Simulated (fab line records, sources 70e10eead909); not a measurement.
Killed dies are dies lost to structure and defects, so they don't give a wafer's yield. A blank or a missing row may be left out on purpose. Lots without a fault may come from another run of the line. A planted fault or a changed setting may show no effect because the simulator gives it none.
Which tool did it? | flow nand_harc | 11 lots, 33 wafers sampled, at 1 step of a route of 1159

WHAT THE GAUGES READ, wafer by wafer
NHARC_A_CHANNEL_HOLE_D1_INSPECT_12.
lot  | measured     | on                | raw_defect_count
L074 | day 8 03:10  | defect_inspect-02 | 3 10 7
L078 | day 9 14:20  | defect_inspect-02 | 8 5 3
L080 | day 9 19:47  | defect_inspect-01 | 3 9 5
L081 | day 10 06:40 | defect_inspect-01 | 3 7 6
L084 | day 10 13:07 | defect_inspect-02 | 10 6 6
L087 | day 11 14:42 | defect_inspect-01 | 4 7 7
L088 | day 11 20:02 | defect_inspect-02 | 6 4 8
L091 | day 12 10:34 | defect_inspect-01 | 7 6 7
L092 | day 12 18:49 | defect_inspect-02 | 2 3 6
L095 | day 13 08:51 | defect_inspect-01 | 9 12 5
L096 | day 13 12:04 | defect_inspect-01 | 6 7 7

WHICH TOOL RAN EACH LOT (tool, then ch and the chambers of the sampled wafers, then the start)
The record holds no process step before these readings.

THE ANSWER, worked out from the rows above alone
Rule: what is usual is taken from the lots themselves. Put in order of their means at a reading, lots are off if they are a third of the lots or fewer, leave a main group of 4 or more, and stand apart from it by a gap of 3 or more times the standard deviation of the main group's means; of several such gaps the widest counts. A main group whose means are all the same, to the digits that the tables above print for the reading, isn't used. A lot without any number at a reading at which 4 lots or more have one is off too. The other lots that the step has rows for count as sound.
No lot is off at any reading shown: from this, nothing can be told.

WHAT THE SIMULATOR HAD PUT IN
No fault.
